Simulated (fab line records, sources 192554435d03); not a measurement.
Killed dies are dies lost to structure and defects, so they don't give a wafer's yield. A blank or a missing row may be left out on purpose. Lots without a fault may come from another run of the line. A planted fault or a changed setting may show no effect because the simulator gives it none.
fab line records | flow n5_finfet | part 2 of 2: steps 29 to 36 of 36
record lots=5 wafers=15 last_day=17
route steps=1938 shown BEOL_M3@1003 BEOL_M4@1021
lots that met no fault: from a run of the same line without faults
start_h: hours from the record's first day to the start of the lot's first wafer shown | wait_h: hours since the lot's step before | " the same as in the row above | L1.1+2: a row that stands for several wafers | - no value, or no start given | * or withheld: withheld | < > ~ a bound
route shown NAME@n: a module of which the file shows steps, and the number in the route of the first | usual: mean/standard deviation of fault-free wafers | same: alike in all rows | chamber/n: place in a boat | sites: the reading at each site | _std_site: their standard deviation | _edge_site: outer sites' mean less inner sites' | radius_mm: how far each site lies from the wafer's centre | mask NAME#n: copy n | behind: the tool/chamber that last shaped the wafer | hold: why the lot was held/for how many hours/how that ended | device: the transistor (n, p or np) that didn't switch | end of line: the same wafers' tests at the end of the route | a step without rows: its recipe alone | killed: dies lost to structure and defects at the first sort, not the wafer's yield | map: a wafer's dies, x killed, . not, _ none there
set.NAME: the setting as run; set.NAME@STEP: as run at that earlier step | model.NAME: the simulator's own value behind a step, which no gauge read
lots at some steps of the route; a table a step, a row a wafer
services: from which hour (start_h, from the record's first day; less than 0 if before it) a tool's chamber was out of use, for how many hours, and why
## steps
# step N5_BEOL_M4_EXPOSE_08
# recipe mask_id=M4 na=0.33 source_shape=dipole sigma_inner=0.369 sigma_outer=0.767 polarization=unpolarized dose_mj=41.25
# same na=0.33
# columns lot.wafer tool chamber start_h wait_h mask
L079.2+3+5 euv_scanner-01 0 181.53 - M4#0
L086.4+5+6 euv_scanner-01 0 226.96 - M4#0
L088.2+3+6 euv_scanner-01 0 240.91 - M4#0
L092.1+3+6 euv_scanner-02 0 274.54 - M4#0
L076.1+4+6 euv_scanner-01 0 294.18 - M4#0
# step N5_BEOL_M4_PEB_09
# recipe peb_temp_c=100 peb_time_s=60 resist=CAR-EUV
# columns lot.wafer tool chamber start_h wait_h
L079.2+3+5 litho_track-05 0 181.59 0.1
L086.4+5+6 litho_track-05 0 227.01 0.0
L088.2+3+6 litho_track-02 0 240.97 0.1
L092.1+3+6 litho_track-05 0 274.60 0.1
L076.1+4+6 litho_track-02 0 294.25 0.1
# step N5_BEOL_M4_DEVELOP_10
# recipe develop_time_s=30 developer=TMAH resist=CAR-EUV rinse_liquid=surfactant_rinse dry=air_spin dev_temp_c=23
# columns lot.wafer tool chamber start_h wait_h
L079.2+3+5 litho_track-05 0 - -
L086.4+5+6 litho_track-05 0 - -
L088.2+3+6 litho_track-02 0 - -
L092.1+3+6 litho_track-05 0 - -
L076.1+4+6 litho_track-02 0 - -
# step N5_BEOL_M4_CD_MEAS_11
# recipe target_cd_nm=16.79 landing_energy_ev=500 detector=se_inlens polarity=opening
# usual cd_nm=16.80/0.23
# columns lot.wafer tool chamber start_h wait_h cd_nm
L079.2 cd_sem-03 0 181.65 - 17.21
L079.3 " 0 " " 17.01
L079.5 " 0 " " 16.90
L086.4 cd_sem-01 0 227.08 - 16.49
L086.5 " 0 " " 16.74
L086.6 " 0 " " 16.57
L088.2 cd_sem-02 0 241.04 - 17.23
L088.3 " 0 " " 16.93
L088.6 " 0 " " 17.36
L092.1 cd_sem-01 0 274.67 - 16.84
L092.3 " 0 " " 17.06
L092.6 " 0 " " 16.60
L076.1 cd_sem-03 0 294.32 - 16.63
L076.4 " 0 " " 17.04
L076.6 " 0 " " 16.72
# step N5_BEOL_M4_OVL_MEAS_12
# recipe points_per_wafer=522
# usual M4_OVL=0.1/0.56
# columns lot.wafer tool chamber start_h wait_h M4_OVL[nm]
L079.2 overlay-02 0 181.69 0.0 -0.1
L079.3 " 0 " " -0.3
L079.5 " 0 " " -0.6
L086.4 overlay-02 0 227.12 0.0 0.2
L086.5 " 0 " " 0.4
L086.6 " 0 " " 1.0
L088.2 overlay-01 0 241.07 0.0 -0.5
L088.3 " 0 " " -0.1
L088.6 " 0 " " -0.7
L092.1 overlay-01 0 274.70 0.0 0.1
L092.3 " 0 " " 0.6
L092.6 " 0 " " -0.2
L076.1 overlay-01 0 294.35 0.0 -0.9
L076.4 " 0 " " -0.2
L076.6 " 0 " " -0.1
# step N5_BEOL_M4_INSPECT_13
# recipe mode=adi inspect_instrument=brightfield
# usual raw_defect_count=406/99
# columns lot.wafer tool chamber start_h wait_h raw_defect_count
L079.2 defect_inspect-02 - 181.74 0.0 293
L079.3 " - " " 371
L079.5 " - " " 405
L086.4 defect_inspect-02 - 227.17 0.0 456
L086.5 " - " " 325
L086.6 " - " " 489
L088.2 defect_inspect-01 - 241.13 0.0 373
L088.3 " - " " 357
L088.6 " - " " 264
L092.1 defect_inspect-01 - 274.76 0.1 314
L092.3 " - " " 423
L092.6 " - " " 444
L076.1 defect_inspect-01 - 294.40 0.1 429
L076.4 " - " " 493
L076.6 " - " " 494
# step N5_BEOL_M4_DESCUM_16
# recipe chemistry=O2 time_s=7 source_power_w=50 bias_power_w=20 pressure_mtorr=20 rf_frequency_hz=2.712e+07 temp_c=40 resist=CAR-EUV o2_flow_sccm=225
# usual drypump_motor_current_A=5.6/0.34 oes_product_au=0.78/0.08 rf_vpp_V=243.4/1.2 showerhead_plenum_p_Torr=2.11/0.06 temp_c=39.98/0.11 throttle_valve_pct=20.48/0.3
# columns lot.wafer tool chamber start_h wait_h drypump_motor_current_A oes_product_au rf_hours_counter_h rf_vpp_V showerhead_plenum_p_Torr temp_c throttle_valve_pct
L079.2 rie_diel-01 3 181.78 0.0 5.5 0.89 40 243.6 2.03 39.96 20.02
L079.3 " 0 " " 5.7 0.86 58 244.2 2.22 39.91 20.07
L079.5 " 3 " " 5.5 0.88 - 242.7 2.03 39.84 20.01
L086.4 rie_diel-01 2 227.21 0.0 5.7 0.68 248 244.9 2.17 39.81 21.01
L086.5 " 3 " " 5.5 0.86 - 243.4 2.03 39.97 20.03
L086.6 " 0 " " 5.7 0.84 - 245.2 2.21 40.01 20.09
L088.2 rie_diel-03 1 242.55 1.4 5.8 0.76 141 242.5 2.12 40.03 20.52
L088.3 " 0 " " 5.3 0.91 15 244.2 2.15 39.97 20.55
L088.6 " 0 " " 5.3 0.91 - 245.0 2.15 39.94 20.56
L092.1 rie_diel-03 0 274.81 0.1 5.3 0.88 26 244.4 2.14 39.95 20.58
L092.3 " 2 " " 6.3 0.69 237 242.8 2.09 40.15 20.69
L092.6 " 0 " " 5.3 0.89 - 245.0 2.14 39.88 20.57
L076.1 rie_diel-03 3 294.44 0.0 5.2 0.69 203 242.3 2.09 39.93 20.61
L076.4 " 1 " " 5.8 0.74 158 243.3 2.12 40.09 20.55
L076.6 " 3 " " 5.1 0.70 - 241.4 2.09 39.96 20.60
# step N5_BEOL_M4_ETCH_74
# recipe chemistry=N2/H2 target=underlayer target_depth_a=65 mask_material=CAR-EUV time_s=5.2 ion_energy_ev=200 pressure_mtorr=30 source_w=840 bias_w=150 n2_flow_sccm=200 h2_flow_sccm=200 ends=cleared
# usual drypump_motor_current_A=5.6/0.34 etch_rf_on_time_s=5.25/0.14 oes_product_au=0.66/0.069 rf_vpp_V=524.4/2.1 showerhead_plenum_p_Torr=2.56/0.07 throttle_valve_pct=17.86/0.28
# columns lot.wafer tool chamber start_h wait_h drypump_motor_current_A etch_rf_on_time_s oes_product_au rf_hours_counter_h rf_vpp_V showerhead_plenum_p_Torr throttle_valve_pct
L079.2 rie_diel-01 3 181.81 0.0 5.5 5.37 0.74 40 522.6 2.49 17.60
L079.3 " 0 " " 5.7 5.11 0.73 58 528.2 2.71 17.58
L079.5 " 3 " " 5.5 5.33 0.75 - 522.5 2.49 17.61
L086.4 rie_diel-01 2 227.24 0.0 5.6 5.41 0.56 248 523.9 2.62 18.40
L086.5 " 3 " " 5.5 5.30 0.71 - 519.0 2.48 17.64
L086.6 " 0 " " 5.8 5.10 0.72 - 526.7 2.70 17.64
L088.2 rie_diel-03 1 242.59 0.0 5.8 5.30 0.64 141 526.5 2.53 17.67
L088.3 " 0 " " 5.3 5.25 0.75 15 525.3 2.57 17.64
L088.6 " 0 " " 5.3 5.27 0.76 - 526.6 2.57 17.61
L092.1 rie_diel-03 0 274.85 0.0 5.3 5.30 0.73 26 527.2 2.57 17.62
L092.3 " 2 " " 6.3 5.56 0.58 237 524.0 2.49 17.82
L092.6 " 0 " " 5.3 5.26 0.74 - 525.5 2.57 17.66
L076.1 rie_diel-03 3 294.47 0.0 5.2 5.39 0.59 203 524.7 2.53 18.01
L076.4 " 1 " " 5.8 5.34 0.62 158 523.8 2.52 17.70
L076.6 " 3 " " 5.2 5.38 0.59 - 524.7 2.53 18.04
## services
# columns tool chamber start_h hours kind
pvd_sputter-03 - 159.89 2.5 repair
pecvd-03 - 161.70 1.3 repair
pecvd-04 - 166.65 1.6 repair
rie_diel-03 0 170.10 5.9 repair
rie_diel-01 0 198.22 3.0 repair
euv_scanner-01 - 201.22 1.0 pm
cmp-02 - 202.24 0.3 repair
cmp-02 - 204.88 4.0 pm
cvd_co-01 1 209.51 7.7 repair
euv_scanner-01 - 210.44 4.6 pm
cmp-02 - 222.61 6.2 repair
cvd_co-01 - 228.38 6.9 pm
pecvd-03 0 230.99 13.4 repair
pecvd-01 2 237.14 7.1 repair
cvd_co-01 - 253.77 3.2 repair
ecd_cu-01 - 257.24 0.3 repair
euv_scanner-01 - 257.37 1.0 pm
cvd_co-02 - 259.45 4.3 pm
rie_diel-03 2 263.59 3.8 repair
cvd_co-01 0 275.61 34.9 repair
euv_scanner-01 - 277.77 0.1 repair
pecvd-04 - 285.39 1.9 repair
pecvd-01 - 286.63 6.0 pm
cmp-02 - 287.89 2.3 repair
